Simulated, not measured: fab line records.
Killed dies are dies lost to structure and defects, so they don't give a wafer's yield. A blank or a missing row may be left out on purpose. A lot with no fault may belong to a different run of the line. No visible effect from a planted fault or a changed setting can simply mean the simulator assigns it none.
Problem report in the 8D (eight disciplines) form, filled by code :: flow nandHarc :: the parts of the form that need people (team, actions taken, sign-off) are left out

1. WHAT WENT WRONG
Wafers without a fault read 1.0, standard deviation 1.2; killedAtOther at NHARC_END_SORT_01 reads a mean of 634.0 on 2 wafers belonging to 2 lots. So: +99 or more standard deviations from the usual mean.
Seen first at day 29 15:58 on prober-02, wafer L787.4. The record has a number at this step for 12 wafers belonging to 4 lots. Rule for "out", or "out of limits": more than 4 standard deviations from the usual mean. All remaining wafers that have a number are taken as sound.

2. WHAT IT IS, WHAT IT ISN'T
question: which readings at this step
is: killedAtOther, defectLimitedYield, killedDies
is not: killedAtArray, killedAtPeriphery, killedOpen, killedShort

question: which lots
is: L785, L787
is not: L774, L791

question: which wafers of those lots
is: L785.1, L787.4
is not: L785.3, L785.5, L787.1, L787.6

question: read on which gauges
is: prober-01, prober-02
is not: -

question: when
is: from day 29 15:58
is not: up to then (4 sound wafers); but 6 sound wafers of L785, L787, L791 came after

3. SUSPECTS, AND WHAT RULES EACH OUT
Counting: any tool at a process step up to the reading remains a suspect provided it ran every lot that is out. Sound lots after the first of them don't rule it out here, since some wafers of a struck lot are sound.
- ruled out: the gauge at NHARC_END_SORT_01. Those wafers that are out were read across 2 gauges (prober-01, prober-02).
- pvdSputter-03 at NHARC_THIN_TSV_PRE_CLEAN_50 (time 30 s): kept. It ran every lot that is out, first L787 (day 29 02:33). NHARC_THIN_TSV_PRE_CLEAN_50: start missing for some lots; hours and lot order therefore follow NHARC_THIN_TSV_ANNEAL_52.
- pvdSputter-03 at NHARC_THIN_TSV_PVD_19 (deposits TaN, target thk 20 nm): kept. It ran every lot that is out, first L787 (day 29 02:33). NHARC_THIN_TSV_PVD_19: start missing for some lots; hours and lot order therefore follow NHARC_THIN_TSV_ANNEAL_52.
- pvdSputter-03 at NHARC_THIN_TSV_PVD_51 (deposits Cu, target thk 100 nm): kept. It ran every lot that is out, first L787 (day 29 02:33). NHARC_THIN_TSV_PVD_51: start missing for some lots; hours and lot order therefore follow NHARC_THIN_TSV_ANNEAL_52.
- rtpAnneal-01 at NHARC_THIN_TSV_ANNEAL_52 (time 90 s): kept. Ran every lot that is out, first one L787 (day 29 02:33); last sound lot up to then L774 (day 24 08:05).
- cmp-02 at NHARC_THIN_TSV_CMP_21 (polishes, t overpolish 30 s, target thk 2000 nm): kept. It ran every lot that is out, first L787 (day 29 02:58).
- pvdSputter-01 at NHARC_THIN_TSV_PVD_24 (deposits Al, target thk 800 nm): kept. It ran every lot that is out, first L787 (day 29 03:46).
- Within cmp-02 at NHARC_THIN_TSV_CMP_21: the wafers that are out ran in chamber 1; their sound lot-mates ran in chambers 0, 2, 3.
Left after counting: pvdSputter-03 at NHARC_THIN_TSV_PRE_CLEAN_50, pvdSputter-03 at NHARC_THIN_TSV_PVD_19, pvdSputter-03 at NHARC_THIN_TSV_PVD_51, rtpAnneal-01 at NHARC_THIN_TSV_ANNEAL_52, cmp-02 at NHARC_THIN_TSV_CMP_21, pvdSputter-01 at NHARC_THIN_TSV_PVD_24.

4. THE CAUSE (what the simulator had put in)
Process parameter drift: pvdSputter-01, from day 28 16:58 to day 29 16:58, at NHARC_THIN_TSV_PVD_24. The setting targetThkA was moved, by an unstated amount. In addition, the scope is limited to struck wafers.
Counting leaves 6 suspects; this tool is one of them.

5. THE EFFECT CHAIN, in route order
Each row: a reading whose mean over the struck wafers that have a number lies more than 3 standard deviations from the usual. Readings are gone through only where the record gives a usual standard deviation; hours: the median, over the lots, of the time from a lot's start at the first step in this table giving one to that lot's start at this step; sigmas: the change measured in usual standard deviations.
hours: 0
step: NHARC_END_SORT_01
reading: defectLimitedYield
usual: 90.3 %
on struck wafers: 0.0
change: -90.3
sigmas: -30

hours: 0
step: NHARC_END_SORT_01
reading: killedAtOther
usual: 1.0
on struck wafers: 634.0
change: +633.0
sigmas: +99 or more

hours: 0
step: NHARC_END_SORT_01
reading: killedDies
usual: 65
on struck wafers: 677
change: +612
sigmas: +31

6. HOW IT WOULD HAVE BEEN CAUGHT EARLIER
23 hours passed between the start of the fault at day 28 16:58 and the first reading out of limits at a measuring or inspecting step in this record, taken at day 29 15:58.
All the lots that are out (2) had begun NHARC_THIN_TSV_PVD_24 on pvdSputter-01 by day 29 15:58. A hold on the tool at that time would have spared none of them.
